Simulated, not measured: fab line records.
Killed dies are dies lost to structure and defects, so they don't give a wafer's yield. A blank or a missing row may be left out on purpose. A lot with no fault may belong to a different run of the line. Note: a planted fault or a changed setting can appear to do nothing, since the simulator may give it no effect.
Chamber matching + flow n5_finfet + ald_metal-04 running N5_BEOL_M3_ALD_84: 4 sister chambers
The step deposits TaN, pulse time 2 s, purge time 3 s, co reactant purge time 2 s. 4 wafers are shown with their chamber, then 9 later ones without.

WAFERS PAIRED WITH THEIR CHAMBERS
| wafer  | chamber | heater_power_w (W) |
|--------|---------|--------------------|
| L077.3 | 3       | 370                |
| L089.5 | 2       | 468                |
| L091.4 | 0       | 419                |
| L091.6 | 1       | 446                |

WAFERS WITHOUT THEIR CHAMBER
| wafer  | heater_power_w (W) |
|--------|--------------------|
| L092.1 | 430                |
| L092.2 | 483                |
| L092.3 | 420                |
| L094.1 | 424                |
| L094.4 | 485                |
| L094.5 | 438                |
| L097.3 | 374                |
| L097.4 | 415                |
| L097.5 | 440                |

THE CHAMBER EACH PASSED THROUGH
| wafer  | from the rows above     | in truth |
|--------|-------------------------|----------|
| L092.1 | can't be placed: 0 or 1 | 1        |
| L092.2 | 2                       | 2        |
| L092.3 | 0                       | 0        |
| L094.1 | can't be placed: 0 or 1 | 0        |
| L094.4 | 2                       | 2        |
| L094.5 | can't be placed: 1 or 0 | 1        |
| L097.3 | 3                       | 3        |
| L097.4 | 0                       | 0        |
| L097.5 | can't be placed: 1 or 0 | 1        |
5 of 9 placed correctly. Can't be placed from these rows: 4 (the true chamber is among the candidates in 4). Number placed wrongly: 0.
How it was worked out, from the rows above alone: a wafer's distance from a chamber is the root of the sum, over the readings, of the square of ((its reading less the chamber's mean) divided by the reading's scatter). The wafer belongs to the nearest chamber; if the next one is less than 2 further off, it can't be placed. The mean given for a chamber averages the wafers shown for that chamber. The scatter: with one shown wafer a chamber, the root of the mean of the squares of how far each hidden wafer lies from its nearest shown one.
